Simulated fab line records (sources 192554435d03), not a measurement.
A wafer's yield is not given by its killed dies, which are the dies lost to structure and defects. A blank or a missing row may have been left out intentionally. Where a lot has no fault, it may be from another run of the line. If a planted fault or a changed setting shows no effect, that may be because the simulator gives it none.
A struck lot beside a sound one    flow n5-finfet    41 steps out of a route of 1938
Sound: wafers L730.1, L730.2, L730.6. Struck: wafer L721.4. (L721.1, L721.2 of the same lot were not struck and are left out.) The cause comes at the end.
Order at every step that has rows: each side's tool, ch and its chambers, its first start. Under that, the readings that differ: sound wafers    struck wafers    difference of the means    sigmas: that difference in standard deviations of wafers without a fault.
alike: readings whose means differ by less than 2 such deviations, and words and numbers that are the same on both sides. not compared: withheld readings, readings that some wafer has no value for, bounds like >300 that may hide the same value, and numbers for which the record gives no deviation and whose values overlap.
The two part at a step that has a row with sigmas, a row that says differs or no value, or rows on one side only. Numbers that don't overlap but have no deviation are shown without sigmas and don't part them. Lack of a reading on every wafer of one side parts them only where that side has two or more wafers.

first, 9 steps without rows for these wafers: N5_BEOL_M4_ANNEAL_95 (time 240 s); N5_BEOL_M4_SPUTTER_96 (material Cu, target thk 4.5 nm, time 8.29 s); N5_BEOL_M4_ECD_50 (material Cu, target thk 300 nm); N5_BEOL_M4_ANNEAL_51 (time 90 s); N5_BEOL_M4_CMP_52 (polishes, stops on SiOC, t overpolish 6.8 s, target thk 40 nm); N5_BEOL_M4_PRE_CLEAN_60 (time 15 s); N5_BEOL_M4_CO_CAP_55 (material Co, precursor CCTBA/H2, target thk 2 nm, time 102.1 s); N5_BEOL_M4_PRE_CLEAN_56 (time 15 s); N5_BEOL_M4_DEP_57 (deposits SiCN from 3MS/NH3, target thk 8 nm, time 14 s).
N5_BEOL_M4_RC_MEAS_101:
  sound on prober-01 ch 0, day 13 03:00; struck on prober-01 ch 0, day 10 20:51
reading        sound           struck  difference  sigmas
SS_N (mV/dec)  71.3 72.7 71.4  73.2    +1.4        +2
  alike: DIBL_N, DIBL_P, IOFF_N, IOFF_P, ION_N, ION_P, SS_P, VT_N, VT_P
then, 24 steps without rows for these wafers: N5_BEOL_M5_ILD_DEP_00 (deposits SiCOH lowk from DEMS/porogen, target thk 140.64 nm, time 25.9 s); N5_BEOL_M5_CURE_79 (cures SiCOH lowk, time 240 s); N5_BEOL_M5_PECVD_70 (deposits SiO2 from TEOS/O2, target thk 16 nm, time 18 s); N5_BEOL_M5_HM_DEP_02 (deposits TiN, target thk 20 nm); N5_BEOL_M5_COAT_59 (time 60 s, resist thk 60 nm); N5_BEOL_M5_COAT_60 (time 60 s, resist thk 12 nm); N5_BEOL_M5_COAT_71 (time 60 s, resist thk 5 nm); N5_BEOL_M5_COAT_05 (resist thk 30 nm); N5_BEOL_M5_EBR_07; N5_BEOL_M5_SOFTBAKE_06 (time 60 s); N5_BEOL_M5_EXPOSE_08 (exposes mask M5, target cd 28 nm); N5_BEOL_M5_PEB_09 (peb time 60 s); N5_BEOL_M5_DEVELOP_10 (develop time 30 s); N5_BEOL_M5_DESCUM_16 (chemistry O2, time 7 s); N5_BEOL_M5_ETCH_72 (etches underlayer in N2/H2, target depth 6.5 nm, time 5.2 s); N5_BEOL_M5_ETCH_61 (etches SiARC in CF4, target depth 15.6 nm, time 26 s); N5_BEOL_M5_ETCH_62 (etches SOC in N2/H2, target depth 75 nm, overetch 15 nm, time 112.5 s); N5_BEOL_M5_STRIP_63 (strips in N2/H2); N5_BEOL_M5_STRIP_73 (strips in N2/H2); N5_BEOL_M5_STRIP_64 (strips in CF4); N5_BEOL_M5_HM_OPEN_17 (chemistry Cl2/BCl3, target TiN, target depth 20 nm, overetch 6 nm); N5_BEOL_M5_STRIP_19 (strips in O2); N5_BEOL_M5_COAT_65 (time 60 s, resist thk 60 nm); N5_BEOL_M5_COAT_66 (time 60 s, resist thk 12 nm).
-- the record jumps here: 2 days lie between the struck wafers' starts before and after (it left off in module BEOL_M5 and takes up again in module BEOL_M11, whose first step shown is number 1554 of the route) --
N5_BEOL_M11_ETCH_62: etches SOC in N2/H2, target depth 110 nm, overetch 22 nm, time 165 s.
  sound on rie-diel-01 ch 0,1,3, day 16 01:42; struck on rie-diel-06 ch 0, day 13 05:11
reading                                      sound              struck  difference  sigmas
oes-product-au (a.u.)                        0.68 0.58 0.58     0.86    +0.25       +4
rf-vpp-V (V)                                 520.6 522.0 520.8  525.8   +4.7        +2
model.etch.depth-nm (nm)                     99.91 99.91 100.3  90.2    -9.8        
model.SiARC_of_BEOL_M11_COAT_60.thk-nm (nm)  23.4 23.6 23.2     25.4    +2.0        
model.BEOL_M11.cd-offset-nm (nm)             0.4 0.4 0.2        -1.4    -1.7        
  alike: drypump-motor-current-A, showerhead-plenum-p-Torr, throttle-valve-pct
  not compared: rf-fwd-power-W, rf-hours-counter-h
N5_BEOL_M11_HM_OPEN_17: chemistry Cl2/BCl3, target TiN, target depth 20 nm, overetch 6 nm.
  sound on rie-metal-02 ch 0,1, day 16 01:53; struck on rie-metal-03 ch 0, day 13 05:22
reading                           sound              struck  difference  sigmas
oes-product-au (a.u.)             0.67 0.81 0.68     0.32    -0.40       -4
throttle-valve-pct (%)            22.28 22.09 22.28  23.09   +0.87       +4
model.BEOL_M11.cd-offset-nm (nm)  0.2 0.6 0          -1.4    -1.7        
  alike: drypump-motor-current-A, oes_ar_750_au, rf-fwd-power-W
  not compared: rf-hours-counter-h
N5_BEOL_M11_CD_MEAS_18: pitch 140 nm, target cd 70 nm.
  sound: cd-sem-03 at day 16 02:04; struck: cd-sem-01 at day 13 05:44
  not compared: cd-nm
N5_BEOL_M11_VIA_ETCH_34: etches SiCOH lowk in C4F6/O2, target depth 184.5 nm, time 69.2 s.
  sound on rie-diel-06 ch 0,1,3, day 16 03:58; struck on rie-diel-06 ch 0, day 13 07:19
reading                 sound              struck  difference  sigmas
oes-product-au (a.u.)   0.84 0.70 0.84     0.32    -0.47       -7
throttle-valve-pct (%)  21.22 20.81 20.33  20.16   -0.63       -2
  alike: drypump-motor-current-A, oes_ar_750_au, oes_f_703_au, rf-fwd-power-W, rf-vpp-V, showerhead-plenum-p-Torr
  not compared: rf-hours-counter-h
N5_BEOL_M11_OCD_MEAS_38:
  sound: ocd-02 at day 16 04:15; struck: ocd-02 at day 13 07:36
reading               sound        struck  difference  sigmas
trench-depth-nm (nm)  153 142 149  0       -148        -48
N5_BEOL_M11_CD_MEAS_35 targets a cd of 70 nm.
  sound: cd-sem-03 at day 16 04:24; struck: cd-sem-01 at day 13 07:45
  not compared: cd-nm
-- record jumps: 3 days separate the struck wafers' starts on either side; left off in module BEOL_M11, taken up again in module PASSIVATION, whose first shown step is the route's number 1936 --
N5_PASSIVATION_PROBE_49:
  only the struck wafers here have rows in the record (prober-01, day 15 20:56); the sound ones have none

== WHERE THEY PART ==
Last at N5_PASSIVATION_PROBE_49 as far as this record goes, first at N5_BEOL_M4_RC_MEAS_101.

WHY: the cause the simulator had injected
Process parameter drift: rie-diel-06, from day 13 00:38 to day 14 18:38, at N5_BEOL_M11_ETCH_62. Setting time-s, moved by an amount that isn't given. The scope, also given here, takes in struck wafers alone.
